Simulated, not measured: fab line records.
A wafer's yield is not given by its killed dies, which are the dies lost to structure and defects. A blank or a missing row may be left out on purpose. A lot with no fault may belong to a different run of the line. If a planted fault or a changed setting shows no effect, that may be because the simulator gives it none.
Which tool did it? :: flow n5 finfet :: 24 lots, 72 wafers sampled, at 2 steps of a route of 1938

WHAT THE GAUGES SHOWED, per wafer
N5_FIN_SAQP_THK_MEAS_07. Usual: 60.1 nm for thk nm, sd 0.78.
lot: L074
measured: day 1 20:56
on: film metro-01
thk nm (nm): 58.9 61.0 60.2
flag: 

lot: L075
measured: day 2 03:47
on: film metro-01
thk nm (nm): 59.2 60.8 61.1
flag: 

lot: L076
measured: day 2 09:32
on: film metro-02
thk nm (nm): 60.9 61.1 60.4
flag: 

lot: L077
measured: day 2 14:40
on: film metro-01
thk nm (nm): 59.8 60.9 60.8
flag: 

lot: L078
measured: day 2 21:05
on: film metro-02
thk nm (nm): 60.3 60.6 61.4
flag: 

lot: L079
measured: day 3 03:42
on: film metro-01
thk nm (nm): 60.1 58.6 59.7
flag: 

lot: L080
measured: day 3 09:07
on: film metro-02
thk nm (nm): 59.7 60.6 62.1
flag: 

lot: L081
measured: day 3 15:20
on: film metro-02
thk nm (nm): 59.4 59.7 60.4
flag: 

lot: L082
measured: day 3 20:55
on: film metro-02
thk nm (nm): 60.0 60.0 61.5
flag: 

lot: L083
measured: day 4 03:11
on: film metro-02
thk nm (nm): 59.6 60.4 60.1
flag: 

lot: L084
measured: day 4 09:59
on: film metro-01
thk nm (nm): 60.1 60.9 61.3
flag: 

lot: L085
measured: day 4 16:44
on: film metro-02
thk nm (nm): 58.6 58.3 59.1
flag: 

lot: L086
measured: day 4 22:10
on: film metro-02
thk nm (nm): 59.6 59.6 60.2
flag: 

lot: L087
measured: day 5 04:02
on: film metro-02
thk nm (nm): 58.9 61.0 60.9
flag: 

lot: L088
measured: day 5 11:10
on: film metro-02
thk nm (nm): 59.6 61.0 59.9
flag: 

lot: L089
measured: day 5 17:13
on: film metro-01
thk nm (nm): 59.0 59.5 59.9
flag: 

lot: L090
measured: day 5 20:43
on: film metro-02
thk nm (nm): 59.6 59.9 60.3
flag: 

lot: L091
measured: day 6 03:09
on: film metro-02
thk nm (nm): 58.4 60.5 59.8
flag: 

lot: L092
measured: day 6 08:47
on: film metro-02
thk nm (nm): 58.6 59.6 59.2
flag: 

lot: L093
measured: day 6 15:34
on: film metro-02
thk nm (nm): 60.6 60.9 62.2
flag: 

lot: L094
measured: day 6 21:27
on: film metro-01
thk nm (nm): 58.9 60.4 60.4
flag: 

lot: L095
measured: day 7 03:16
on: film metro-02
thk nm (nm): 61.1 61.7 60.7
flag: 

lot: L096
measured: day 7 09:00
on: film metro-02
thk nm (nm): 58.7 60.6 59.5
flag: 

lot: L097
measured: day 7 16:29
on: film metro-01
thk nm (nm): 61.2 60.5 60.5
flag: 

EACH LOT AND THE TOOL THAT RAN IT (in order: tool; ch and the chambers of the sampled wafers; start)
lot: L074
N5_FIN_SAQP_ALD_61: ald sin-01 ch 0,1,3, day 1 20:07

lot: L075
N5_FIN_SAQP_ALD_61: ald sin-02 ch 0,2, day 2 02:59

lot: L076
N5_FIN_SAQP_ALD_61: ald sin-01 ch 2,3, day 2 08:32

lot: L077
N5_FIN_SAQP_ALD_61: ald sin-01 ch 0,1,3, day 2 13:47

lot: L078
N5_FIN_SAQP_ALD_61: ald sin-02 ch 0,2,3, day 2 20:20

lot: L079
N5_FIN_SAQP_ALD_61: ald sin-04 ch 0,1,3, day 3 02:59

lot: L080
N5_FIN_SAQP_ALD_61: ald sin-02 ch 0,2,3, day 3 08:16

lot: L081
N5_FIN_SAQP_ALD_61: ald sin-04 ch 0,2,3, day 3 14:37

lot: L082
N5_FIN_SAQP_ALD_61: ald sin-04 ch 0,2,3, day 3 20:04

lot: L083
N5_FIN_SAQP_ALD_61: ald sin-01 ch 1,2,3, day 4 02:17

lot: L084
N5_FIN_SAQP_ALD_61: ald sin-01 ch 0,2,3, day 4 09:17

lot: L085
N5_FIN_SAQP_ALD_61: ald sin-02 ch 0,1,3, day 4 16:01

lot: L086
N5_FIN_SAQP_ALD_61: ald sin-02 ch 0,1,2, day 4 21:13

lot: L087
N5_FIN_SAQP_ALD_61: ald sin-02 ch 2,3, day 5 03:16

lot: L088
N5_FIN_SAQP_ALD_61: ald sin-01 ch 1,3, day 5 10:23

lot: L089
N5_FIN_SAQP_ALD_61: ald sin-02 ch 2,3, day 5 16:21

lot: L090
N5_FIN_SAQP_ALD_61: ald sin-01 ch 1,2,3, day 5 20:00

lot: L091
N5_FIN_SAQP_ALD_61: ald sin-04 ch 0,2,3, day 6 02:26

lot: L092
N5_FIN_SAQP_ALD_61: ald sin-04 ch 0,1,3, day 6 08:01

lot: L093
N5_FIN_SAQP_ALD_61: ald sin-01 ch 0,1,3, day 6 14:40

lot: L094
N5_FIN_SAQP_ALD_61: ald sin-04 ch 2,3, day 6 20:43

lot: L095
N5_FIN_SAQP_ALD_61: ald sin-01 ch 0,3, day 7 02:33

lot: L096
N5_FIN_SAQP_ALD_61: ald sin-04 ch 0,3, day 7 08:16

lot: L097
N5_FIN_SAQP_ALD_61: ald sin-02 ch 1,2,3, day 7 15:47
- N5_FIN_SAQP_ALD_61: deposits SiO2, target thk 4 nm, pulse time 1 s, purge time 2 s.

AS READ BY THE TOOLS THEMSELVES (means over the sampled wafers that have a number; for cases with no such wafer, the mark the record gives instead)
N5_FIN_SAQP_ALD_61. Usual: heater power w 475 W, standard deviation 35; precursor pulse height rel 1.003, standard deviation 0.021; susceptor temp C 300.00 C, standard deviation 0.19.
lot: L074
tool: ald sin-01
heater power w (W): 470
precursor pulse height rel: 0.988
susceptor temp C (C): 300.00
flag: 

lot: L075
tool: ald sin-02
heater power w (W): 452
precursor pulse height rel: 1.010
susceptor temp C (C): 299.98
flag: 

lot: L076
tool: ald sin-01
heater power w (W): 462
precursor pulse height rel: 1.016
susceptor temp C (C): 299.94
flag: 

lot: L077
tool: ald sin-01
heater power w (W): 474
precursor pulse height rel: 1.031
susceptor temp C (C): 300.11
flag: 

lot: L078
tool: ald sin-02
heater power w (W): 479
precursor pulse height rel: 0.998
susceptor temp C (C): 299.99
flag: 

lot: L079
tool: ald sin-04
heater power w (W): 478
precursor pulse height rel: 1.013
susceptor temp C (C): 300.01
flag: 

lot: L080
tool: ald sin-02
heater power w (W): 477
precursor pulse height rel: 0.993
susceptor temp C (C): 300.00
flag: 

lot: L081
tool: ald sin-04
heater power w (W): 448
precursor pulse height rel: 0.984
susceptor temp C (C): 299.98
flag: 

lot: L082
tool: ald sin-04
heater power w (W): 450
precursor pulse height rel: 0.990
susceptor temp C (C): 299.94
flag: 

lot: L083
tool: ald sin-01
heater power w (W): 466
precursor pulse height rel: 1.007
susceptor temp C (C): 300.22
flag: 

lot: L084
tool: ald sin-01
heater power w (W): 466
precursor pulse height rel: 0.989
susceptor temp C (C): 299.94
flag: 

lot: L085
tool: ald sin-02
heater power w (W): 513
precursor pulse height rel: 1.003
susceptor temp C (C): 299.95
flag: 

lot: L086
tool: ald sin-02
heater power w (W): 492
precursor pulse height rel: 1.014
susceptor temp C (C): 299.88
flag: 

lot: L087
tool: ald sin-02
heater power w (W): 482
precursor pulse height rel: 1.002
susceptor temp C (C): 299.94
flag: 

lot: L088
tool: ald sin-01
heater power w (W): 458
precursor pulse height rel: 0.989
susceptor temp C (C): 299.74
flag: 

lot: L089
tool: ald sin-02
heater power w (W): 498
precursor pulse height rel: 1.011
susceptor temp C (C): 300.08
flag: 

lot: L090
tool: ald sin-01
heater power w (W): 463
precursor pulse height rel: 0.994
susceptor temp C (C): 300.03
flag: 

lot: L091
tool: ald sin-04
heater power w (W): 451
precursor pulse height rel: 1.021
susceptor temp C (C): 300.11
flag: 

lot: L092
tool: ald sin-04
heater power w (W): 469
precursor pulse height rel: 0.999
susceptor temp C (C): 300.03
flag: 

lot: L093
tool: ald sin-01
heater power w (W): 474
precursor pulse height rel: 0.986
susceptor temp C (C): 299.96
flag: 

lot: L094
tool: ald sin-04
heater power w (W): 441
precursor pulse height rel: 1.033
susceptor temp C (C): 300.05
flag: 

lot: L095
tool: ald sin-01
heater power w (W): 485
precursor pulse height rel: 0.991
susceptor temp C (C): 300.01
flag: 

lot: L096
tool: ald sin-04
heater power w (W): 463
precursor pulse height rel: 1.016
susceptor temp C (C): 300.29
flag: 

lot: L097
tool: ald sin-02
heater power w (W): 523
precursor pulse height rel: 1.025
susceptor temp C (C): 299.96
flag: 

THE ANSWER, worked out from the rows above alone
Rule: take the mean of a lot's wafers that have a number; if it is more than 3 standard deviations from the usual mean, the lot is off. Also off: a lot with no number at a reading for which 4 or more lots have one. All remaining lots with rows at the step are treated as sound. First the gauges in route order, then the tools' own readings, where a lot's mean is used as printed above. At the first step where some lot is off, the reading lying furthest off is the one used; lots without a number count as furthest.
Nothing can be told from this: no lot is off at any reading shown.

WHAT HAD BEEN PUT IN BY THE SIMULATOR
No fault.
